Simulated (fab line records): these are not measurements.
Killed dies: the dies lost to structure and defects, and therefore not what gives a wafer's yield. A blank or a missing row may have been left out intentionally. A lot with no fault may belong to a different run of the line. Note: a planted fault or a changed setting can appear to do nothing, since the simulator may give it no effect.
Split-lot trial + flow n5-finfet + on a route of 1938 steps: 7 lots, 21 wafers read

## ABOUT THE SPLIT
At N5_DUMMY_GATE_EXPOSE_12 (exposes mask GATE, target cd 25 nm), the setting dose-mj was moved away from the recipe's 34 on 6 of the 21 wafers read, by -4.4% to +6.9%. For the rest of the wafers, this setting stayed at what the recipe calls for.

## FROM THE SPLIT TO THE READING: what the file shows between them, 2 steps
- N5_DUMMY_GATE_PEB_13: peb time 60 s
- N5_DUMMY_GATE_DEVELOP_14: develop time 30 s

## THE READING
cd-nm (nm) at N5_DUMMY_GATE_CD_MEAS_15, where the cd target is 25.8 nm. Typical for fault-free wafers on this fab line: 25.00 nm, with standard deviation 0.28 nm.

| wafer  | tool, chamber at the split | dose-mj as run | against the recipe | cd-nm, nm | against lot-mates on the recipe |
|--------|----------------------------|----------------|--------------------|-----------|---------------------------------|
| L077.1 | euv-scanner-01, 0          | 34             | recipe             | 24.78     | -                               |
| L077.2 | euv-scanner-01, 0          | 34             | recipe             | 24.98     | -                               |
| L077.3 | euv-scanner-01, 0          | 34             | recipe             | 24.67     | -                               |
| L079.3 | euv-scanner-02, 0          | 34.74          | +2.2%              | 24.56     | -0.37                           |
| L079.4 | euv-scanner-02, 0          | 34             | recipe             | 24.93     | -                               |
| L079.6 | euv-scanner-02, 0          | 34.74          | +2.2%              | 24.70     | -0.23                           |
| L082.2 | euv-scanner-01, 0          | 34             | recipe             | 25.77     | -                               |
| L082.3 | euv-scanner-01, 0          | 34             | recipe             | 25.17     | -                               |
| L082.4 | euv-scanner-01, 0          | 34             | recipe             | 24.81     | -                               |
| L084.1 | euv-scanner-02, 0          | 36.32          | +6.8%              | 23.25     | -1.25                           |
| L084.4 | euv-scanner-02, 0          | 34             | recipe             | 24.65     | -                               |
| L084.5 | euv-scanner-02, 0          | 34             | recipe             | 24.35     | -                               |
| L085.1 | euv-scanner-01, 0          | 34             | recipe             | 25.16     | -                               |
| L085.4 | euv-scanner-01, 0          | 34             | recipe             | 25.09     | -                               |
| L085.5 | euv-scanner-01, 0          | 32.52          | -4.4%              | 25.86     | +0.73                           |
| L087.2 | euv-scanner-01, 0          | 36.36          | +6.9%              | 24.14     | -0.81                           |
| L087.3 | euv-scanner-01, 0          | 34             | recipe             | 24.95     | -                               |
| L087.4 | euv-scanner-01, 0          | 36.36          | +6.9%              | 24.02     | -0.93                           |
| L097.3 | euv-scanner-02, 0          | 34             | recipe             | 25.23     | -                               |
| L097.5 | euv-scanner-02, 0          | 34             | recipe             | 25.10     | -                               |
| L097.6 | euv-scanner-02, 0          | 34             | recipe             | 25.10     | -                               |

FIT RESULTS
A straight line over all 21 wafers: cd-nm changes by -0.175 nm for each +1% of dose-mj; r = -0.84; the points scatter about the line by 0.32 nm.
The same after taking each lot's own level away (the mean of its wafers on the recipe; 21 wafers): -0.148 nm for each +1%; r = -0.91; scatter 0.19 nm.
According to that fit, moving dose-mj by its largest amount changes the reading by 1 nm.
The span of the lots' own levels, 24.500 to 25.250 nm, comes to 2.7 times the standard deviation stated above.
In other words, the slope is changed by the lot-to-lot level; the two fits disagree.
Check: for one of the wafers moved furthest among these (+6.9%), held out of the fit, the line's prediction against its lot-mates is -1.1 nm. It came out at -0.81 nm against them.

## FURTHER SPLITS ON THESE WAFERS
Before the reading, these wafers also passed through other splits. Each is held against what the fit with the lots' levels taken away leaves over:
| other split on the same wafers                    | wafers away from the commonest value | r with cd-nm (lot level and that fit taken away) |
|---------------------------------------------------|--------------------------------------|--------------------------------------------------|
| N5_ZERO_LAYER_PECVD_02 time-s                     | 7                                    | +0.16                                            |
| N5_PMOS_HMC_CHANNEL_EPI_PEB_07 peb-time-s         | 6                                    | -0.25                                            |
| N5_PMOS_HMC_CHANNEL_EPI_DEVELOP_08 develop-time-s | 6                                    | -0.19                                            |
| N5_FIN_CUT_COAT_18 spin-rpm                       | 6                                    | -0.14                                            |
| N5_FIN_CUT_COAT_19 time-s                         | 7                                    | -0.07                                            |
| N5_DUMMY_GATE_COAT_35 spin-rpm                    | 6                                    | -0.02                                            |

## THE FILE'S OWN FIT
cd-nm changes by -0.156 nm for each +1% of dose-mj, r = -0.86.
